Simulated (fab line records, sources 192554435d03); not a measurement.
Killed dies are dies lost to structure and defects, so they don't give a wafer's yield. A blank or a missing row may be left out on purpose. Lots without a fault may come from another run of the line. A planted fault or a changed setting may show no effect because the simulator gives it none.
Chamber matching | flow n5_finfet | N5_BEOL_M9_ETCH_66 on rie_diel-03: 4 sister chambers
The step etches SOC in N2/H2, target depth 80 nm, overetch 16 nm, time 120 s. 16 wafers are shown with their chamber, then 8 later ones without.

WAFERS WITH THEIR CHAMBER
wafer  | chamber | drypump_motor_current_A (A) | throttle_valve_pct (%) | showerhead_plenum_p_Torr (Torr)
L075.4 | 3       | 5.4                         | 18.11                  | 2.54
L075.5 | 3       | 5.4                         | 18.13                  | 2.54
L075.6 | 0       | 6.2                         | 17.49                  | 2.49
L082.2 | 2       | 5.8                         | 17.58                  | 2.61
L082.4 | 1       | 5.1                         | 17.64                  | 2.56
L082.5 | 3       | 5.4                         | 18.15                  | 2.54
L084.2 | 3       | 5.4                         | 18.14                  | 2.54
L084.3 | 1       | 5.1                         | 17.67                  | 2.56
L084.4 | 0       | 6.2                         | 17.53                  | 2.49
L087.2 | 3       | 5.5                         | 18.17                  | 2.53
L087.4 | 2       | 5.8                         | 17.58                  | 2.60
L087.5 | 0       | 6.2                         | 17.53                  | 2.48
L088.2 | 2       | 5.7                         | 17.60                  | 2.60
L088.3 | 0       | 6.2                         | 17.55                  | 2.48
L088.5 | 0       | 6.2                         | 17.53                  | 2.48
L092.2 | 3       | 5.4                         | 18.17                  | 2.53

SIGNATURES (means of the wafers above)
reading                  | chamber 0 | chamber 1 | chamber 2 | chamber 3 | scatter within a chamber
drypump_motor_current_A  | 6.200     | 5.100     | 5.767     | 5.417     | 0.0354
throttle_valve_pct       | 17.5260   | 17.6550   | 17.5867   | 18.1450   | 0.0212
showerhead_plenum_p_Torr | 2.4840    | 2.5600    | 2.6033    | 2.5367    | 0.00516
Rule: a wafer's distance from a chamber is the root of the sum, over the readings, of the square of ((its reading less the chamber's mean) divided by the reading's scatter). The wafer belongs to the nearest chamber; if the next one is less than 2 further off, it can't be placed. The scatter: the root of (the sum of the squares of (reading less its chamber's mean) over the shown wafers, divided by (wafers less chambers)).

WAFERS WITHOUT THEIR CHAMBER
wafer  | drypump_motor_current_A (A) | throttle_valve_pct (%) | showerhead_plenum_p_Torr (Torr)
L092.5 | 5.8                         | 17.60                  | 2.60
L092.6 | 5.4                         | 18.18                  | 2.53
L093.1 | 5.1                         | 17.66                  | 2.55
L093.3 | 6.2                         | 17.54                  | 2.48
L093.6 | 5.2                         | 17.66                  | 2.55
L097.1 | 5.1                         | 17.70                  | 2.55
L097.3 | 6.3                         | 17.56                  | 2.48
L097.6 | 5.1                         | 17.69                  | 2.55

WHICH CHAMBER EACH WENT THROUGH
wafer  | from the rows above | in truth
L092.5 | 2                   | 2
L092.6 | 3                   | 3
L093.1 | 1                   | 1
L093.3 | 0                   | 0
L093.6 | 1                   | 1
L097.1 | 1                   | 1
L097.3 | 0                   | 0
L097.6 | 1                   | 1
Placed correctly: 8 of 8. Can't be placed from these rows: 0. Placed wrongly: 0.
